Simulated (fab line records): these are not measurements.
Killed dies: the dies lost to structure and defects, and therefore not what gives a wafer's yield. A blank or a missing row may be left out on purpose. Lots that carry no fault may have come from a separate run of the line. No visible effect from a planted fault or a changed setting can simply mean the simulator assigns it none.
What tool caused it? -- flow nand harc -- at 1 step of a route of 1302, 12 lots with 36 wafers sampled

WHAT THE GAUGES READ, wafer by wafer
NHARC_A_CHANNEL_HOLE_D2_OVL_MEAS_11.
lot,measured,on,overlay x nm (nm)
L076,day 13 17:03,overlay-02,-2.2 -2.2 -2.3
L077,day 14 06:34,overlay-02,-0.5 -0.7 -0.7
L079,day 15 06:44,overlay-01,-0.4 0.1 -0.6
L082,day 16 03:01,overlay-01,0.0 0.4 1.0
L084,day 17 05:59,overlay-02,-1.3 -0.8 -1.2
L083,day 17 06:45,overlay-01,1.2 1.2 1.6
L086,day 18 10:19,overlay-02,0.9 1.7 1.1
L089,day 19 03:41,overlay-02,0.7 0.5 0.0
L091,day 20 05:32,overlay-02,0.8 0.9 0.8
L092,day 20 21:44,overlay-01,1.3 1.1 0.8
L096,day 22 08:20,overlay-01,1.2 1.1 0.8
L097,day 22 15:51,overlay-01,-0.4 -1.4 -0.6

TOOL THAT RAN EACH LOT (tool first, then ch and the chambers of the sampled wafers, then the start)
Record: no process step prior to these readings.

THE ANSWER, worked out from the rows above alone
Rule: the usual values come from the lots themselves. Put in order of their means at a reading, lots are off if they are a third of the lots or fewer, leave a main group of 4 or more, and stand apart from it by a gap of 3 or more times the standard deviation of the main group's means; of several such gaps the widest counts. A main group is skipped when, at the precision printed for the reading in the tables above, its means are all equal. Also off: a lot with no number at a reading for which 4 or more lots have one. Any other lot the step has rows for is counted as sound.
None of the lots is off at any reading shown; this tells nothing.

WHAT WAS PUT IN BY THE SIMULATOR
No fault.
